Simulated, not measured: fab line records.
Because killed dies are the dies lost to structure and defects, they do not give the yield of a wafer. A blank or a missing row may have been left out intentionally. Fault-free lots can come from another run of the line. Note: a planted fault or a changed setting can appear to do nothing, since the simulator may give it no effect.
Matching of chambers || flow n5Finfet || 4 sister chambers for N5_GATE_CUT_DESCUM_18 on rieDiel-01
The step chemistry O2, time 7 s. 16 wafers are shown with their chamber, then 8 later ones without.

## EACH WAFER AND ITS CHAMBER
{"wafer": "L074.2", "chamber": 3, "drypumpMotorCurrentA (A)": 5.4, "showerheadPlenumPTorr (Torr)": 1.99, "throttleValvePct (%)": 20.37}
{"wafer": "L074.3", "chamber": 1, "drypumpMotorCurrentA (A)": 5.8, "showerheadPlenumPTorr (Torr)": 2.15, "throttleValvePct (%)": 20.50}
{"wafer": "L074.4", "chamber": 0, "drypumpMotorCurrentA (A)": 4.9, "showerheadPlenumPTorr (Torr)": 2.13, "throttleValvePct (%)": 20.43}
{"wafer": "L077.2", "chamber": 2, "drypumpMotorCurrentA (A)": 5.0, "showerheadPlenumPTorr (Torr)": 2.06, "throttleValvePct (%)": 20.80}
{"wafer": "L077.5", "chamber": 2, "drypumpMotorCurrentA (A)": 5.0, "showerheadPlenumPTorr (Torr)": 2.06, "throttleValvePct (%)": 20.80}
{"wafer": "L077.6", "chamber": 1, "drypumpMotorCurrentA (A)": 5.8, "showerheadPlenumPTorr (Torr)": 2.15, "throttleValvePct (%)": 20.50}
{"wafer": "L086.1", "chamber": 0, "drypumpMotorCurrentA (A)": 4.9, "showerheadPlenumPTorr (Torr)": 2.12, "throttleValvePct (%)": 20.47}
{"wafer": "L086.2", "chamber": 3, "drypumpMotorCurrentA (A)": 5.3, "showerheadPlenumPTorr (Torr)": 1.99, "throttleValvePct (%)": 20.40}
{"wafer": "L086.4", "chamber": 1, "drypumpMotorCurrentA (A)": 5.8, "showerheadPlenumPTorr (Torr)": 2.14, "throttleValvePct (%)": 20.54}
{"wafer": "L087.2", "chamber": 1, "drypumpMotorCurrentA (A)": 5.8, "showerheadPlenumPTorr (Torr)": 2.14, "throttleValvePct (%)": 20.51}
{"wafer": "L087.3", "chamber": 0, "drypumpMotorCurrentA (A)": 4.9, "showerheadPlenumPTorr (Torr)": 2.12, "throttleValvePct (%)": 20.48}
{"wafer": "L087.6", "chamber": 2, "drypumpMotorCurrentA (A)": 5.0, "showerheadPlenumPTorr (Torr)": 2.05, "throttleValvePct (%)": 20.83}
{"wafer": "L088.1", "chamber": 0, "drypumpMotorCurrentA (A)": 4.9, "showerheadPlenumPTorr (Torr)": 2.12, "throttleValvePct (%)": 20.48}
{"wafer": "L088.2", "chamber": 1, "drypumpMotorCurrentA (A)": 5.8, "showerheadPlenumPTorr (Torr)": 2.14, "throttleValvePct (%)": 20.51}
{"wafer": "L088.4", "chamber": 2, "drypumpMotorCurrentA (A)": 5.0, "showerheadPlenumPTorr (Torr)": 2.05, "throttleValvePct (%)": 20.83}
{"wafer": "L089.1", "chamber": 2, "drypumpMotorCurrentA (A)": 5.0, "showerheadPlenumPTorr (Torr)": 2.05, "throttleValvePct (%)": 20.83}

SIGNATURES (averages over the wafers above)
{"reading": "drypumpMotorCurrentA", "chamber 0": 4.900, "chamber 1": 5.800, "chamber 2": 5.000, "chamber 3": 5.350, "scatter within a chamber": 0.0204}
{"reading": "showerheadPlenumPTorr", "chamber 0": 2.1225, "chamber 1": 2.1440, "chamber 2": 2.0540, "chamber 3": 1.9900, "scatter within a chamber": 0.00512}
{"reading": "throttleValvePct", "chamber 0": 20.4650, "chamber 1": 20.5120, "chamber 2": 20.8180, "chamber 3": 20.3850, "scatter within a chamber": 0.019}
Rule: for a wafer and a chamber, the distance is found by dividing, reading by reading, the gap between the wafer's reading and the chamber's mean by the reading's scatter, squaring, summing and taking the root. If the next closest chamber is less than 2 further off than the closest, the wafer can't be placed; otherwise it belongs to the closest. How the scatter is found: for the shown wafers, subtract from each reading the mean of its chamber, square and add these, divide the total by (wafers less chambers), then take the root.

## WAFERS WITH NO CHAMBER GIVEN
{"wafer": "L089.4", "drypumpMotorCurrentA (A)": 4.9, "showerheadPlenumPTorr (Torr)": 2.12, "throttleValvePct (%)": 20.50}
{"wafer": "L089.6", "drypumpMotorCurrentA (A)": 4.9, "showerheadPlenumPTorr (Torr)": 2.12, "throttleValvePct (%)": 20.49}
{"wafer": "L093.1", "drypumpMotorCurrentA (A)": 5.8, "showerheadPlenumPTorr (Torr)": 2.14, "throttleValvePct (%)": 20.53}
{"wafer": "L093.5", "drypumpMotorCurrentA (A)": 5.4, "showerheadPlenumPTorr (Torr)": 1.98, "throttleValvePct (%)": 20.40}
{"wafer": "L093.6", "drypumpMotorCurrentA (A)": 4.9, "showerheadPlenumPTorr (Torr)": 2.05, "throttleValvePct (%)": 20.84}
{"wafer": "L096.2", "drypumpMotorCurrentA (A)": 5.8, "showerheadPlenumPTorr (Torr)": 2.14, "throttleValvePct (%)": 20.55}
{"wafer": "L096.3", "drypumpMotorCurrentA (A)": 4.9, "showerheadPlenumPTorr (Torr)": 2.12, "throttleValvePct (%)": 20.52}
{"wafer": "L096.4", "drypumpMotorCurrentA (A)": 5.0, "showerheadPlenumPTorr (Torr)": 2.04, "throttleValvePct (%)": 20.85}

## WHICH CHAMBER EACH ONE RAN IN
{"wafer": "L089.4", "from the rows above": 0, "in truth": 0}
{"wafer": "L089.6", "from the rows above": 0, "in truth": 0}
{"wafer": "L093.1", "from the rows above": 1, "in truth": 1}
{"wafer": "L093.5", "from the rows above": 3, "in truth": 3}
{"wafer": "L093.6", "from the rows above": 2, "in truth": 2}
{"wafer": "L096.2", "from the rows above": 1, "in truth": 1}
{"wafer": "L096.3", "from the rows above": 0, "in truth": 0}
{"wafer": "L096.4", "from the rows above": 2, "in truth": 2}
8 of 8 placed correctly. From these rows, 0 cannot be placed. Placed wrongly: 0.
